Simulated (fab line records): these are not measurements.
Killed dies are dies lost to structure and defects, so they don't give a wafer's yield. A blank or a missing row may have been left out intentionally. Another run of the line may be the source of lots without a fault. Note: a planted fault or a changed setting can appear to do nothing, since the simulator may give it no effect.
Chamber matching :: flow n5 finfet :: rie diel-01 running N5_BEOL_M0_STRIP_142: 4 sister chambers
The step strips in N2/H2, time 10 s. 22 wafers are shown with their chamber, then 11 later ones without.

== WAFERS, EACH WITH ITS CHAMBER ==
wafer: L075.2
chamber: 2
showerhead plenum p Torr (Torr): 2.55
throttle valve pct (%): 24.19
drypump motor current A (A): 5.65

wafer: L075.3
chamber: 1
showerhead plenum p Torr (Torr): 2.69
throttle valve pct (%): 23.79
drypump motor current A (A): 5.56

wafer: L075.4
chamber: 3
showerhead plenum p Torr (Torr): 2.51
throttle valve pct (%): 23.68
drypump motor current A (A): 5.86

wafer: L078.2
chamber: 3
showerhead plenum p Torr (Torr): 2.51
throttle valve pct (%): 23.70
drypump motor current A (A): 5.88

wafer: L078.4
chamber: 1
showerhead plenum p Torr (Torr): 2.68
throttle valve pct (%): 23.79
drypump motor current A (A): 5.54

wafer: L078.5
chamber: 1
showerhead plenum p Torr (Torr): 2.68
throttle valve pct (%): 23.78
drypump motor current A (A): 5.56

wafer: L082.3
chamber: 2
showerhead plenum p Torr (Torr): 2.55
throttle valve pct (%): 24.21
drypump motor current A (A): 5.65

wafer: L082.4
chamber: 1
showerhead plenum p Torr (Torr): 2.68
throttle valve pct (%): 23.78
drypump motor current A (A): 5.56

wafer: L082.6
chamber: 2
showerhead plenum p Torr (Torr): 2.55
throttle valve pct (%): 24.21
drypump motor current A (A): 5.64

wafer: L079.4
chamber: 1
showerhead plenum p Torr (Torr): 2.68
throttle valve pct (%): 23.82
drypump motor current A (A): 5.56

wafer: L079.5
chamber: 0
showerhead plenum p Torr (Torr): 2.47
throttle valve pct (%): 23.57
drypump motor current A (A): 5.76

wafer: L079.6
chamber: 1
showerhead plenum p Torr (Torr): 2.68
throttle valve pct (%): 23.79
drypump motor current A (A): 5.53

wafer: L081.3
chamber: 3
showerhead plenum p Torr (Torr): 2.50
throttle valve pct (%): 23.70
drypump motor current A (A): 5.88

wafer: L081.5
chamber: 2
showerhead plenum p Torr (Torr): 2.55
throttle valve pct (%): 24.19
drypump motor current A (A): 5.64

wafer: L081.6
chamber: 3
showerhead plenum p Torr (Torr): 2.50
throttle valve pct (%): 23.70
drypump motor current A (A): 5.88

wafer: L084.1
chamber: 1
showerhead plenum p Torr (Torr): 2.68
throttle valve pct (%): 23.82
drypump motor current A (A): 5.58

wafer: L084.4
chamber: 3
showerhead plenum p Torr (Torr): 2.50
throttle valve pct (%): 23.71
drypump motor current A (A): 5.88

wafer: L084.5
chamber: 2
showerhead plenum p Torr (Torr): 2.54
throttle valve pct (%): 24.21
drypump motor current A (A): 5.64

wafer: L086.2
chamber: 3
showerhead plenum p Torr (Torr): 2.50
throttle valve pct (%): 23.72
drypump motor current A (A): 5.86

wafer: L086.3
chamber: 2
showerhead plenum p Torr (Torr): 2.54
throttle valve pct (%): 24.22
drypump motor current A (A): 5.64

wafer: L086.4
chamber: 1
showerhead plenum p Torr (Torr): 2.68
throttle valve pct (%): 23.83
drypump motor current A (A): 5.55

wafer: L090.3
chamber: 1
showerhead plenum p Torr (Torr): 2.67
throttle valve pct (%): 23.85
drypump motor current A (A): 5.56

SIGNATURES (averages over the wafers above)
reading: showerhead plenum p Torr
chamber 0: 2.4700
chamber 1: 2.6800
chamber 2: 2.5467
chamber 3: 2.5033
scatter within a chamber: 0.00509

reading: throttle valve pct
chamber 0: 23.5700
chamber 1: 23.8056
chamber 2: 24.2050
chamber 3: 23.7017
scatter within a chamber: 0.0192

reading: drypump motor current A
chamber 0: 5.7600
chamber 1: 5.5556
chamber 2: 5.6433
chamber 3: 5.8733
scatter within a chamber: 0.0113
Rule: for a wafer and a chamber, the distance is found by dividing, reading by reading, the gap between the wafer's reading and the chamber's mean by the reading's scatter, squaring, summing and taking the root. The wafer belongs to the nearest chamber; if the next one is less than 2 further off, it can't be placed. The scatter is the square root of a quotient: the sum, over the shown wafers, of each reading's squared deviation from its chamber's mean, divided by wafers minus chambers.

== WAFERS WHOSE CHAMBER IS MISSING ==
wafer: L090.4
showerhead plenum p Torr (Torr): 2.54
throttle valve pct (%): 24.23
drypump motor current A (A): 5.64

wafer: L090.6
showerhead plenum p Torr (Torr): 2.67
throttle valve pct (%): 23.84
drypump motor current A (A): 5.55

wafer: L093.2
showerhead plenum p Torr (Torr): 2.54
throttle valve pct (%): 24.23
drypump motor current A (A): 5.65

wafer: L093.3
showerhead plenum p Torr (Torr): 2.45
throttle valve pct (%): 23.62
drypump motor current A (A): 5.74

wafer: L093.6
showerhead plenum p Torr (Torr): 2.67
throttle valve pct (%): 23.87
drypump motor current A (A): 5.54

wafer: L095.1
showerhead plenum p Torr (Torr): 2.45
throttle valve pct (%): 23.61
drypump motor current A (A): 5.73

wafer: L095.2
showerhead plenum p Torr (Torr): 2.49
throttle valve pct (%): 23.37
drypump motor current A (A): 5.89

wafer: L095.6
showerhead plenum p Torr (Torr): 2.45
throttle valve pct (%): 23.62
drypump motor current A (A): 5.75

wafer: L097.4
showerhead plenum p Torr (Torr): 2.45
throttle valve pct (%): 23.63
drypump motor current A (A): 5.77

wafer: L097.5
showerhead plenum p Torr (Torr): 2.66
throttle valve pct (%): 23.85
drypump motor current A (A): 5.55

wafer: L097.6
showerhead plenum p Torr (Torr): 2.53
throttle valve pct (%): 24.25
drypump motor current A (A): 5.65

== EACH ONE'S CHAMBER ==
wafer: L090.4
from the rows above: 2
in truth: 2

wafer: L090.6
from the rows above: 1
in truth: 1

wafer: L093.2
from the rows above: 2
in truth: 2

wafer: L093.3
from the rows above: 0
in truth: 0

wafer: L093.6
from the rows above: 1
in truth: 1

wafer: L095.1
from the rows above: 0
in truth: 0

wafer: L095.2
from the rows above: can't be placed: 0 or 3
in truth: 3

wafer: L095.6
from the rows above: 0
in truth: 0

wafer: L097.4
from the rows above: 0
in truth: 0

wafer: L097.5
from the rows above: 1
in truth: 1

wafer: L097.6
from the rows above: 2
in truth: 2
Placed correctly: 10 of 11. Can't be placed from these rows: 1 (the true chamber is among the candidates in 1). Number placed wrongly: 0.
